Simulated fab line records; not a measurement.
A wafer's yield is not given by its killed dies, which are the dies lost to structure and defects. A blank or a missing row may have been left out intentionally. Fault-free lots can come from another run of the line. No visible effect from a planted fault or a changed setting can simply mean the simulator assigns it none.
Which of the tools did it? | flow n5 finfet | 9 lots with 26 wafers sampled at 7 steps, on a route of 1938 steps

== WHAT THE GAUGES SHOWED, per wafer ==
N5_FIN_SAQP_THK_MEAS_05.
lot  | measured    | on            | thk nm (nm)
L685 | day 1 21:05 | film metro-01 | 37.6 37.0 37.8
L687 | day 2 09:24 | film metro-01 | 38.1 37.7 38.2
L689 | day 2 21:25 | film metro-01 | 38.4 39.0 38.5
L691 | day 3 09:36 | film metro-01 | 37.6 38.0 38.4
L696 | day 4 15:46 | film metro-02 | 37.5 37.6 37.8
L698 | day 5 05:33 | film metro-01 | 53.0 38.6 38.6
L701 | day 5 21:36 | film metro-01 | 53.6 37.7 53.9
L703 | day 6 10:25 | film metro-02 | 52.7 53.4
L708 | day 7 17:28 | film metro-01 | 37.2 37.1 37.6

N5_FIN_SAQP_THK_MEAS_07.
lot  | measured    | on            | thk nm (nm)
L685 | day 1 21:17 | film metro-01 | 58.5 59.4 61.0
L687 | day 2 09:36 | film metro-02 | 59.6 58.7 60.1
L689 | day 2 21:37 | film metro-01 | 60.8 61.1 61.4
L691 | day 3 09:48 | film metro-01 | 60.0 61.0 60.8
L696 | day 4 15:58 | film metro-01 | 58.7 59.3 60.0
L698 | day 5 05:46 | film metro-01 | 59.5 60.2 60.0
L701 | day 5 21:48 | film metro-02 | 60.0 59.1 60.3
L703 | day 6 10:38 | film metro-02 | 60.4 60.1
L708 | day 7 17:41 | film metro-01 | 59.8 59.4 60.1

N5_BEOL_M4_RC_MEAS_101.
lot  | measured     | on        | DIBL_N (mV/V)  | DIBL_P (mV/V)  | IOFF_N (nA/um) | IOFF_P (nA/um) | ION_N (uA/um) | ION_P (uA/um) | SS_N (mV/dec)  | SS_P (mV/dec)  | VT_N (mV)   | VT_P (mV)
L685 | day 8 04:23  | prober-01 | 35.4 36.9 35.3 | 35.3 37.8 34.9 | 0.13 0.17 0.14 | 0.22 0.29 0.23 | 672 694 674   | 466 484 476   | 71.4 71.1 70.7 | 72.4 73.3 73.0 | 255 249 252 | -249 -244 -246
L687 | day 8 14:21  | prober-02 | 36.6 33.5 35.1 | 35.9 32.5 35.4 | 0.17 0.11 0.15 | 0.19 0.15 0.18 | 673 657 676   | 449 450 457   | 71.5 70.8 71.1 | 73.4 71.8 72.0 | 250 252 250 | -251 -254 -251
L689 | day 9 03:10  | prober-01 | 36.8 36.2 34.8 | 36.1 35.4 34.8 | 0.18 0.15 0.15 | 0.25 0.24 0.23 | 681 673 678   | 471 474 472   | 72.3 71.4 71.2 | 73.8 74.1 73.0 | 249 250 249 | -244 -245 -247
L691 | day 9 11:10  | prober-02 | 36.7 38.2 37.1 | 36.8 39.8 37.2 | 0.15 0.19 0.15 | 0.18 0.24 0.20 | 670 684 666   | 456 464 458   | 70.9 71.9 70.8 | 73.6 73.7 73.7 | 252 248 251 | -256 -250 -253
L696 | day 11 02:14 | prober-01 | 36.9 35.8 37.7 | 35.8 34.5 36.8 | 0.16 0.14 0.17 | 0.21 0.19 0.23 | 675 665 680   | 461 453 463   | 72.6 71.9 71.8 | 73.1 73.6 73.5 | 249 251 249 | -250 -252 -247
L698 | day 11 12:02 | prober-01 | 32.4 33.9 32.4 | 33.1 34.9 33.7 | 0.11 0.13 0.12 | 0.16 0.18 0.16 | 660 663 674   | 454 459 463   | 70.0 71.3 70.7 | 72.5 72.6 72.8 | 254 251 251 | -254 -253 -255
L701 | day 12 02:34 | prober-01 | 35.4 35.4 34.5 | 33.7 35.0 33.1 | 0.15 0.14 0.12 | 0.19 0.20 0.18 | 669 678 658   | 459 468 456   | 71.7 72.1 71.6 | 72.3 72.6 72.8 | 248 251 254 | -250 -251 -254
L703 | day 12 20:40 | prober-02 | 34.4 35.6      | 33.4 35.3      | 0.10 0.12      | 0.17 0.21      | 648 664       | 455 462       | 69.7 70.2      | 73.0 73.7      | 256 254     | -252 -249
L708 | day 14 09:07 | prober-02 | 35.7 35.4 35.6 | 35.5 35.8 36.1 | 0.13 0.13 0.14 | 0.15 0.15 0.15 | 676 678 675   | 456 464 452   | 70.6 70.6 71.2 | 73.4 72.5 73.0 | 250 254 249 | -258 -259 -256

== EACH LOT AND THE TOOL THAT RAN IT (in order: tool; ch and the chambers of the sampled wafers; start) ==
lot  | N5_FIN_SAQP_HM_DEP_03          | N5_FIN_SAQP_PECVD_48           | N5_FIN_SAQP_PECVD_06           | N5_FIN_SAQP_HM_OPEN_33
L685 | pecvd-04 ch 0,1, day 1 21:00   | pecvd-01 ch 1,2, day 1 21:10   | pecvd-01 ch 1,2, day 1 21:12   | rie diel-03 ch 1,2,3, day 2 02:22
L687 | pecvd-02 ch 1,2, day 2 09:19   | pecvd-01 ch 0,1,2, day 2 09:29 | pecvd-01 ch 0,1,2, day 2 09:31 | rie diel-05 ch 2,3, day 2 13:57
L689 | pecvd-01 ch 0,1,2, day 2 21:19 | pecvd-02 ch 0,1, day 2 21:29   | pecvd-02 ch 0,1, day 2 21:32   | rie diel-05 ch 1,2,3, day 3 02:15
L691 | pecvd-04 ch 0,1, day 3 09:31   | pecvd-02 ch 0,1, day 3 09:40   | pecvd-02 ch 0,1, day 3 09:43   | rie diel-05 ch 0,2,3, day 3 14:02
L696 | pecvd-02 ch 1,2, day 4 15:40   | pecvd-04 ch 0,2, day 4 15:50   | pecvd-04 ch 0,2, day 4 15:52   | rie diel-02 ch 2,3, day 4 21:05
L698 | pecvd-02 ch 1,2, day 5 05:28   | pecvd-01 ch 1,2, day 5 05:38   | pecvd-01 ch 1,2, day 5 05:40   | rie diel-05 ch 0,1,2, day 5 12:26
L701 | pecvd-02 ch 1,2, day 5 21:29   | pecvd-04 ch 0,1,2, day 5 21:40 | pecvd-04 ch 0,1,2, day 5 21:43 | rie diel-05 ch 1,3, day 6 01:57
L703 | pecvd-02 ch 1,2, day 6 10:20   | pecvd-04 ch 1, day 6 10:30     | pecvd-04 ch 1, day 6 10:32     | rie diel-05 ch 0, day 6 15:49
L708 | pecvd-04 ch 0,2, day 7 17:23   | pecvd-02 ch 0,2, day 7 17:33   | pecvd-02 ch 0,2, day 7 17:35   | rie diel-03 ch 2,3, day 7 22:47
- N5_FIN_SAQP_HM_DEP_03: deposits SiNx from SiH4/NH3/N2, target thk 38 nm, time 33.6 s.
- N5_FIN_SAQP_PECVD_48: deposits SiNx from SiH4/NH3/N2, target thk 25 nm, time 22.1 s.
- N5_FIN_SAQP_PECVD_06: deposits a-Si from SiH4/He, target thk 60 nm, time 48.1 s.
- N5_FIN_SAQP_HM_OPEN_33: chemistry CH3F/O2, target SiNx, target depth 49.4 nm, time 70.6 s.

== AS READ BY THE TOOLS THEMSELVES (means over the sampled wafers that have a number; for cases with no such wafer, the mark the record gives instead) ==
N5_FIN_SAQP_HM_DEP_03.
lot  | tool     | heater power w (W) | showerhead plenum p Torr (Torr) | throttle valve pct (%)
L685 | pecvd-04 | 666                | 5.19                            | 40.1
L687 | pecvd-02 | 696                | 5.10                            | 40.5
L689 | pecvd-01 | 815                | 5.07                            | 38.0
L691 | pecvd-04 | 718                | 5.16                            | 38.3
L696 | pecvd-02 | 652                | 5.07                            | 39.8
L698 | pecvd-02 | 625                | 5.07                            | 39.7
L701 | pecvd-02 | 709                | 5.10                            | 40.5
L703 | pecvd-02 | 662                | 5.08                            | 40.0
L708 | pecvd-04 | 776                | 5.13                            | 37.4

N5_FIN_SAQP_PECVD_48.
lot  | tool     | heater power w (W) | showerhead plenum p Torr (Torr) | throttle valve pct (%)
L685 | pecvd-01 | 842                | 5.06                            | 37.4
L687 | pecvd-01 | 780                | 5.06                            | 38.1
L689 | pecvd-02 | 762                | 5.16                            | 41.2
L691 | pecvd-02 | 713                | 5.18                            | 40.7
L696 | pecvd-04 | 756                | 5.14                            | 37.3
L698 | pecvd-01 | 819                | 5.09                            | 37.1
L701 | pecvd-04 | 700                | 5.17                            | 39.1
L703 | pecvd-04 | 668                | 5.21                            | 41.8
L708 | pecvd-02 | 760                | 5.14                            | 40.1

N5_FIN_SAQP_PECVD_06.
lot  | tool     | heater power w (W) | showerhead plenum p Torr (Torr) | throttle valve pct (%)
L685 | pecvd-01 | 806                | 5.61                            | 17.3
L687 | pecvd-01 | 866                | 5.61                            | 17.2
L689 | pecvd-02 | 775                | 5.69                            | 18.5
L691 | pecvd-02 | 798                | 5.69                            | 18.7
L696 | pecvd-04 | 828                | 5.66                            | 17.1
L698 | pecvd-01 | 837                | 5.62                            | 16.9
L701 | pecvd-04 | 821                | 5.67                            | 17.7
L703 | pecvd-04 | 706                | 5.71                            | 19.1
L708 | pecvd-02 | 793                | 5.67                            | 18.3

N5_FIN_SAQP_HM_OPEN_33.
lot  | tool        | CH3F_flow_sccm (sccm) | drypump motor current A (A) | etch rf on time s (s) | oes_f_703_au (a.u.) | oes product au (a.u.) | rf vpp V (V) | showerhead plenum p Torr (Torr) | throttle valve pct (%)
L685 | rie diel-03 | 30.09                 | 5.9                         | 67.5                  | 0.78                | 0.65                  | 290          | 2.00                            | 16.24
L687 | rie diel-05 | 30.02                 | 5.8                         | 69.5                  | 0.70                | 0.61                  | 305          | 2.01                            | 16.43
L689 | rie diel-05 | 29.99                 | 5.7                         | 70.2                  | 0.73                | 0.62                  | 302          | 2.05                            | 16.53
L691 | rie diel-05 | 29.96                 | 5.9                         | 69.7                  | 0.73                | 0.61                  | 302          | 2.05                            | 16.39
L696 | rie diel-02 | 29.98                 | 5.9                         | 69.0                  | 0.76                | 0.66                  | 305          | 1.96                            | 16.45
L698 | rie diel-05 | 30.02                 | 5.5                         | 80.5                  | 0.72                | 0.60                  | 301          | 2.04                            | 16.42
L701 | rie diel-05 | 30.05                 | 5.6                         | 87.6                  | 0.74                | 0.61                  | 300          | 2.07                            | 16.63
L703 | rie diel-05 | 30.06                 | 5.7                         | 97.0                  | 0.73                | 0.61                  | 300          | 2.07                            | 16.27
L708 | rie diel-03 | 30.02                 | 5.6                         | 66.7                  | 0.72                | 0.60                  | 290          | 1.98                            | 16.33

== THE ANSWER, worked out from the rows above alone ==
Rule: usual is defined by the lots themselves. Put in order of their means at a reading, lots are off if they are a third of the lots or fewer, leave a main group of 4 or more, and stand apart from it by a gap of 3 or more times the standard deviation of the main group's means; of several such gaps the widest counts. The tables above print the reading to a certain number of digits; a main group whose means all agree to those digits is not used. A lot without any number at a reading at which 4 lots or more have one is off too. All remaining lots with rows at the step are treated as sound. The gauges are gone through in route order, then the tools' own readings, and for those a lot's mean is taken as printed above. At the first step where some lot is off, the reading lying furthest off is the one used; lots without a number count as furthest.
Off: L698, L701, L703, at N5_FIN_SAQP_THK_MEAS_05 (thk nm). The main group has a mean of 37.8 nm with a standard deviation of 0.44.
If a tool, at a process step before that reading, ran all the lots that are off and no sound lot after the first of them, it fits. The gauges at N5_FIN_SAQP_THK_MEAS_05 aren't tried: what is off there is off at N5_FIN_SAQP_HM_OPEN_33 too, on other tools, and a gauge's error can't cause that. One fits: N5_FIN_SAQP_HM_DEP_03 on pecvd-02. A fault onset in the window from L696 (day 4 15:40, its last sound lot) to L698 (day 5 05:28, its first lot off) fits.

== WHAT THE SIMULATOR HAD PUT IN ==
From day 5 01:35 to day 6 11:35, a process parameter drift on pecvd-02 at N5_FIN_SAQP_HM_DEP_03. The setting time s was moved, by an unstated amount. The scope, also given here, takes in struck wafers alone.
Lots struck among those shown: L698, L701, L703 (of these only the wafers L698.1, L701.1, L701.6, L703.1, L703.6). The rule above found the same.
